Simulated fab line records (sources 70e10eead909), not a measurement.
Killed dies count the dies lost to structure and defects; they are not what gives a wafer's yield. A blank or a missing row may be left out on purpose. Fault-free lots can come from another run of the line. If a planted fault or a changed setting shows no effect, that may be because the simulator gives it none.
Which of the tools did it?	flow nand-harc	12 lots, 35 wafers sampled, at 5 steps of a route of 1302

== WHAT THE GAUGES SHOWED, per wafer ==
NHARC_A_ONON_D1_THK_MEAS_05: measures by ellipsometry.
lot	measured	on	thk-nm (nm)
L887	day 8 02:48	film-metro-01	1021 1022 1019
L888	day 8 11:58	film-metro-02	1011 1014 1012
L889	day 9 02:40	film-metro-02	1009 1010 1010
L890	day 9 11:01	film-metro-01	998 998 999
L891	day 9 18:17	film-metro-02	1002 1001 1003
L892	day 10 10:40	film-metro-01	994 993 993
L894	day 11 02:35	film-metro-02	986 985 988
L897	day 12 03:07	film-metro-01	1011 1011 1009
L898	day 12 15:16	film-metro-01	994 994 996
L899	day 13 01:45	film-metro-01	1007 1009 1010
L902	day 14 16:37	film-metro-01	995 997
L903	day 14 16:40	film-metro-02	1010 1010 1010

NHARC_END_SORT_01.
lot	measured	on	killed-at-array	killed-at-other	killed-at-periphery	killed-dies	killed-open	killed-short
L902	day 31 19:58	prober-01	66 50	0 1	5 8	71 59	6 4	2 4
L903	day 31 12:11	prober-01	167 65 76	0 0 0	4 3 4	171 68 80	3 1 6	3 1 2

== WHICH TOOL RAN EACH LOT (tool, then ch and the chambers of the sampled wafers, then the start) ==
lot	NHARC_A_CHANNEL_HOLE_D1_ETCH_16	NHARC_A_CHANNEL_HOLE_D1_ETCH_33	NHARC_A_CHANNEL_HOLE_D1_XSEM_31
L887	rie-diel-03 ch 0,1, day 8 18:54	har-etch-02 ch 0,1, day 8 23:32	xsem-02 ch 0, day 9 01:11
L888	rie-diel-07 ch 0,3, day 9 06:55	har-etch-01 ch 0,1, day 9 14:16	xsem-01 ch 0, day 9 16:03
L889	rie-diel-03 ch 0,1, day 9 20:59	har-etch-01 ch 0,1, day 10 01:40	xsem-01 ch 0, day 10 03:17
L890	rie-diel-07 ch 1,2, day 10 03:07	har-etch-02 ch 0,1, day 10 07:46	xsem-02 ch 0, day 10 09:18
L891	rie-diel-03 ch 0,1,2, day 10 10:22	har-etch-01 ch 0,1, day 10 16:59	xsem-01 ch 0, day 10 18:32
L892	rie-diel-03 ch 0,2,3, day 11 06:18	har-etch-02 ch 0,1, day 11 10:49	xsem-02 ch 0, day 11 12:29
L894	rie-diel-03 ch 0,3, day 11 22:22	har-etch-01 ch 0,1, day 12 03:08	xsem-01 ch 0, day 12 04:47
L897	rie-diel-07 ch 0,1,2, day 12 19:04	har-etch-02 ch 0, day 13 00:20	xsem-01 ch 0, day 13 01:57
L898	rie-diel-01 ch 0,1,2, day 13 11:54	har-etch-02 ch 0,1, day 13 16:26	xsem-02 ch 0, day 13 18:02
L899	rie-diel-03 ch 0,1, day 13 20:57	har-etch-02 ch 0,1, day 14 03:04	xsem-01 ch 0, day 14 04:41
L902	rie-diel-03 ch 0,3, day 15 08:47	har-etch-01 ch 0,1, day 15 13:25	xsem-02 ch 0, day 15 15:07
L903	rie-diel-03 ch 0,1, day 15 08:24	har-etch-02 ch 0, day 15 12:59	xsem-01 ch 0, day 15 14:35
- NHARC_A_CHANNEL_HOLE_D1_ETCH_16: etches the open film in O2/COS, target depth 3100 nm, time 806 s.
- NHARC_A_CHANNEL_HOLE_D1_ETCH_33: etches the open film in C4F8/O2/Ar, time 90 s, target depth 400 nm.
- NHARC_A_CHANNEL_HOLE_D1_XSEM_31

== WHAT THE TOOLS THEMSELVES READ (means of the sampled wafers that have a number; where no wafer has one, the mark that the record gives instead) ==
NHARC_A_CHANNEL_HOLE_D1_ETCH_16.
lot	tool	chamber-pressure-mTorr (mTorr)	drypump-motor-current-A (A)	oes-product-au (a.u.)	rf-vpp-V (V)	run-length-s (s)	showerhead-plenum-p-Torr (Torr)	throttle-valve-pct (%)
L887	rie-diel-03	20.006	6.3	0.994	315.3	827.9	3.11	28.334
L888	rie-diel-07	20.017	5.4	0.997	315.3	828.0	3.23	28.335
L889	rie-diel-03	20.020	6.3	0.984	313.6	827.5	3.11	28.334
L890	rie-diel-07	20.011	6.2	0.998	314.7	827.2	3.13	28.326
L891	rie-diel-03	20.001	6.1	0.996	313.1	827.9	3.04	28.329
L892	rie-diel-03	20.008	5.9	1.000	312.1	827.0	3.02	28.340
L894	rie-diel-03	19.996	5.9	0.979	311.9	827.0	3.02	28.332
L897	rie-diel-07	20.030	6.0	1.001	314.9	827.4	3.19	28.330
L898	rie-diel-01	19.991	5.5	1.010	313.8	827.0	3.09	28.332
L899	rie-diel-03	20.001	6.4	0.996	313.5	827.6	3.10	28.330
L902	rie-diel-03	19.989	6.0	0.985	313.9	741.7	3.04	28.327
L903	rie-diel-03	20.000	6.0	1.006	313.1	770.8	3.04	28.334

NHARC_A_CHANNEL_HOLE_D1_ETCH_33.
lot	tool	chamber-pressure-mTorr (mTorr)	drypump-motor-current-A (A)	oes-air-line-au (a.u.)	run-length-s (s)	showerhead-plenum-p-Torr (Torr)	throttle-valve-pct (%)
L887	har-etch-02	24.992	5.94	0.998	120.7	3.72	27.627
L888	har-etch-01	24.989	6.18	1.025	122.0	3.76	27.625
L889	har-etch-01	24.994	6.18	0.992	122.2	3.76	27.619
L890	har-etch-02	25.031	5.95	1.005	120.7	3.71	27.619
L891	har-etch-01	24.989	6.18	1.026	122.2	3.76	27.616
L892	har-etch-02	25.003	5.97	1.018	120.7	3.70	27.613
L894	har-etch-01	24.975	6.18	0.993	122.4	3.75	27.616
L897	har-etch-02	24.984	5.56	0.982	120.8	3.77	27.624
L898	har-etch-02	25.012	5.74	1.010	120.6	3.73	27.629
L899	har-etch-02	25.004	5.94	0.994	120.7	3.68	27.620
L902	har-etch-01	25.024	6.19	1.009	122.2	3.72	27.621
L903	har-etch-02	25.015	5.55	1.007	120.8	3.75	27.625

NHARC_A_CHANNEL_HOLE_D1_XSEM_31.
lot	tool	bot-cd-nm (nm)	bow-nm (nm)	tilt-deg (degrees)
L887	xsem-02	74.2	8.84	0.09
L888	xsem-01	75.7	8.51	0.10
L889	xsem-01	76.7	8.79	0.07
L890	xsem-02	75.3	8.84	0.06
L891	xsem-01	74.5	8.84	0.12
L892	xsem-02	72.6	8.40	0.04
L894	xsem-01	76.7	8.43	0.14
L897	xsem-01	75.5	8.86	-0.01
L898	xsem-02	75.0	8.61	0.08
L899	xsem-01	74.5	8.87	0.09
L902	xsem-02	72.9	8.04	0.06
L903	xsem-01	73.9	8.54	0.12

== THE ANSWER, worked out from the rows above alone ==
Rule: the lots themselves supply what counts as usual. The widest of any qualifying gaps counts: lots, ordered by their means at a reading, are off when they make up no more than a third of the lots, leave a main group of 4 or more, and stand apart from it by 3 or more times the standard deviation of that group's means. The tables above print the reading to a certain number of digits; a main group whose means all agree to those digits is not used. Also off: a lot with no number at a reading for which 4 or more lots have one. The other lots that the step has rows for count as sound. First the gauges in route order, then the tools' own readings, where a lot's mean is used as printed above. The first step at which some lot is off is used, and at that step the reading that is off furthest; a lot without a number counts as furthest.
Off at NHARC_A_CHANNEL_HOLE_D1_ETCH_16 (run-length-s): L902, L903. For the main group the mean is 827.5 s and the standard deviation 0.37.
If a tool, at that step or one of the process steps before it, ran each lot that is off and ran no sound lot following the first of them, it fits. One fits: rie-diel-03 at NHARC_A_CHANNEL_HOLE_D1_ETCH_16. Its last sound lot is L899 (day 13 20:57), its first lot that is off L903 (day 15 08:24): a fault that began between those two fits.
The tool's own readings at NHARC_A_CHANNEL_HOLE_D1_ETCH_16 bear it out: on the lots that are off they differ by more than 5 times the standard deviation of the sound lots' means. run-length-s reads 756.2 s there against 827.5 s on the sound lots.

== WHAT WAS PUT IN BY THE SIMULATOR ==
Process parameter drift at NHARC_A_CHANNEL_HOLE_D1_ETCH_16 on rie-diel-03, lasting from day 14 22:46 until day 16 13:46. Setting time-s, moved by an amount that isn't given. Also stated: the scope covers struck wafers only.
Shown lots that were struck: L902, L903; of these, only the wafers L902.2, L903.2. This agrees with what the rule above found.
